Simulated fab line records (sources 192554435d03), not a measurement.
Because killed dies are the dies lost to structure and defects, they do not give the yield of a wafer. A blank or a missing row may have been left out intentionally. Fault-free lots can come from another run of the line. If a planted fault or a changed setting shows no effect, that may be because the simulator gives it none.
Which tool did it? | flow n5Finfet | Sampling: 9 lots, 27 wafers, 4 of 1938 route steps

WHAT THE GAUGES SHOWED, per wafer
N5_BEOL_M4_RC_MEAS_101.
lot  | measured     | on        | IOFF_P_LIN (nA/um)
L269 | day 7 19:40  | prober-02 | 0.082 0.093 0.088
L270 | day 8 15:25  | prober-01 | 0.108 0.099 0.117
L276 | day 9 17:13  | prober-01 | 0.095 0.118 0.111
L275 | day 10 00:50 | prober-01 | 0.109 0.092 0.082
L277 | day 9 22:04  | prober-02 | 0.087 0.111 0.090
L278 | day 10 02:31 | prober-01 | 0.110 0.092 0.112
L279 | day 10 06:25 | prober-01 | 0.106 0.105 0.096
L282 | day 11 16:23 | prober-02 | 0.090 0.104 2.500
L285 | day 12 01:48 | prober-02 | 0.074 2.132 0.092

TOOL THAT RAN EACH LOT (tool first, then ch and the chambers of the sampled wafers, then the start)
lot  | N5_HKMG_FIN_CVD_62                    | N5_BEOL_M4_ANNEAL_51            | N5_BEOL_M4_PRE_CLEAN_60
L269 | thermalCvdSi-02 ch 0,2, day 4 02:19   | rtpAnneal-01 ch 0, day 7 18:38  | cvdCo-02 ch 0,2, day 7 19:14
L270 | thermalCvdSi-02 ch 0,1,2, day 4 12:46 | rtpAnneal-02 ch 0, day 8 14:16  | cvdCo-01 ch 0,1,2, day 8 14:49
L276 | thermalCvdSi-02 ch 1,2, day 5 22:40   | rtpAnneal-02 ch 0, day 9 16:10  | cvdCo-01 ch 0,1, day 9 16:46
L275 | thermalCvdSi-01 ch 0,2, day 6 00:19   | rtpAnneal-02 ch 0, day 9 23:54  | cvdCo-01 ch 0,2, day 10 00:32
L277 | thermalCvdSi-02 ch 0,1,2, day 6 06:30 | rtpAnneal-02 ch 0, day 9 20:49  | cvdCo-02 ch 0,1,2, day 9 21:20
L278 | thermalCvdSi-01 ch 0,2, day 6 08:55   | rtpAnneal-02 ch 0, day 10 01:26 | cvdCo-02 ch 0,1,2, day 10 02:14
L279 | thermalCvdSi-02 ch 1,2, day 6 18:13   | rtpAnneal-02 ch 0, day 10 05:18 | cvdCo-02 ch 1,2, day 10 05:50
L282 | thermalCvdSi-02 ch 0,1,2, day 7 14:16 | rtpAnneal-02 ch 0, day 11 15:19 | cvdCo-02 ch 0,1, day 11 16:07
L285 | thermalCvdSi-02 ch 0,1,2, day 8 01:04 | rtpAnneal-01 ch 0, day 12 00:35 | cvdCo-02 ch 0,2, day 12 01:13
- N5_HKMG_FIN_CVD_62: deposits a-Si from Si2H6, target thk 3 nm, time 20.8 s.
- N5_BEOL_M4_ANNEAL_51: time 90 s.
- N5_BEOL_M4_PRE_CLEAN_60: time 15 s.

THE ANSWER, worked out from the rows above alone
Rule: usual is defined by the lots themselves. Put in order of their means at a reading, lots are off if they are a third of the lots or fewer, leave a main group of 4 or more, and stand apart from it by a gap of 3 or more times the standard deviation of the main group's means; of several such gaps the widest counts. A main group is skipped when, at the precision printed for the reading in the tables above, its means are all equal. Also off: a lot with no number at a reading for which 4 or more lots have one. Where the step has rows for the other lots, those lots are counted as sound.
Off: L282, L285, seen at N5_BEOL_M4_RC_MEAS_101 (IOFF_P_LIN). The main group has a mean of 0.100 nA/um with a standard deviation of 0.0071.
A tool fits if, at a process step before that reading, it ran every lot that is off, and no sound lot after the first of them. Gauges at N5_BEOL_M4_RC_MEAS_101: tried the same way as those tools. Can't be told from this: 3 tools fit, thermalCvdSi-02 at N5_HKMG_FIN_CVD_62, cvdCo-02 at N5_BEOL_M4_PRE_CLEAN_60, prober-02 at N5_BEOL_M4_RC_MEAS_101.

WHAT HAD BEEN PUT IN BY THE SIMULATOR
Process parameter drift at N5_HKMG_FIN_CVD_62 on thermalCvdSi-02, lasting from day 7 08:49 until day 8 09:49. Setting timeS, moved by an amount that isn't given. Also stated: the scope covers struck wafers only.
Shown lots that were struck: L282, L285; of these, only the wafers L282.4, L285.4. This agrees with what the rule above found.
